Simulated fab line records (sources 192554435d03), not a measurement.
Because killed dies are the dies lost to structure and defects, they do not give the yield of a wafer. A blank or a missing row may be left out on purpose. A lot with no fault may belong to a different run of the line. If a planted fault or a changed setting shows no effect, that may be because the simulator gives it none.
2 desks, one fault -- flow n5-finfet -- each desk has only its own numbers; what lay behind them comes last

== THE DEFECT DESK ==
Counts from the inspections along the route, per lot, as means over the sampled wafers that have a number. Any lot whose mean is over 4 standard deviations away from the usual mean is out of limits and marked OUT; that distance is given in the brackets.
Columns: A = raw-defect-count at N5_BEOL_M11_INSPECT_58, usual 73
lot,first seen here,A
L799,day 10 16:49,68
L800,day 10 18:25,54
L802,day 11 00:11,58
L804,day 11 12:41,79
L803,day 11 13:10,44
L805,day 11 22:10,65
L816,day 14 21:32,89
L817,day 16 02:30,98
L818,day 16 22:00,92
L820,day 18 17:26,57
Result from this desk: across the 10 lots, nothing is out of limits.

== FROM THE METROLOGY DESK ==
Lot by lot, what the gauges showed, no matter which tool ran the lot: averages of those sampled wafers that carry a number. Any lot whose mean is over 4 standard deviations away from the usual mean is out of limits and marked OUT; that distance is given in the brackets. Of its 11 readings 7 are shown: the one that was out of limits first, and those that lie furthest out on some lot.
Columns: A = DIBL_N at N5_BEOL_M4_RC_MEAS_101, usual 36.3 mV/V; B = DIBL_P at N5_BEOL_M4_RC_MEAS_101, usual 36.0 mV/V; C = IOFF_N at N5_BEOL_M4_RC_MEAS_101, usual 0.16 nA/um; D = IOFF_P at N5_BEOL_M4_RC_MEAS_101, usual 0.22 nA/um; E = SS_P at N5_BEOL_M4_RC_MEAS_101, usual 73.3 mV/dec; F = VT_N at N5_BEOL_M4_RC_MEAS_101, usual 250 mV; G = cd-nm at N5_BEOL_M12_CD_MEAS_10, usual 141.1 nm
lot,first seen here,A,B,C,D,E,F,G
L799,day 7 23:23,36.8,37.2,0.17,0.22,74.4,249,139.6
L800,day 8 07:45,36.9,36.9,0.18,0.25,73.4,249,137.1
L802,day 8 12:30,34.8,34.5,0.14,0.20,73.3,248,117.2 (-9.9) OUT
L803,day 8 23:58,37.3,38.2,0.18,0.25,73.6,247,129.0 (-5.0) OUT
L804,day 9 02:52,40.9,40.1,0.25,0.31,74.6,242,127.8 (-5.5) OUT
L805,day 9 13:12,34.4,33.7,0.13,0.17,72.1,251,117.4 (-9.9) OUT
L816,day 12 05:41,36.5,36.2,0.16,0.19,73.0,252,142.4
L817,day 13 06:53,36.4,34.3,0.16,0.21,73.4,251,141.1
L818,day 14 01:11,36.4,37.8,0.18,0.27,73.6,247,144.0
L820,day 15 06:28,33.6,35.1,0.14,0.19,72.8,250,138.8
This desk finds L802, L803, L804, L805 out of limits, L802 being first, at day 11 00:39 (cd-nm at N5_BEOL_M12_CD_MEAS_10). In limits: L799, L800, L816, L817, L818, L820.

== PUT TOGETHER ==
An alarm was possible from the metrology desk at day 11 00:39, on L802, L803, L804, L805.
No out-of-limits result turned up at the defect desk.
The defect desk has L802, L803, L804, L805 on record, within its limits.
Every lot named ran N5_BEOL_M12_EXPOSE_07 on krf-scanner-02.

== WHAT THE SIMULATOR HAD INSERTED ==
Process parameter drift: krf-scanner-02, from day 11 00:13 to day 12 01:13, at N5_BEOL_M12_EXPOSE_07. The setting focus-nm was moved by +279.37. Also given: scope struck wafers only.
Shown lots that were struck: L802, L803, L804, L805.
Delay in hours, fault start to first out-of-limits reading, per desk: metrology desk 0.
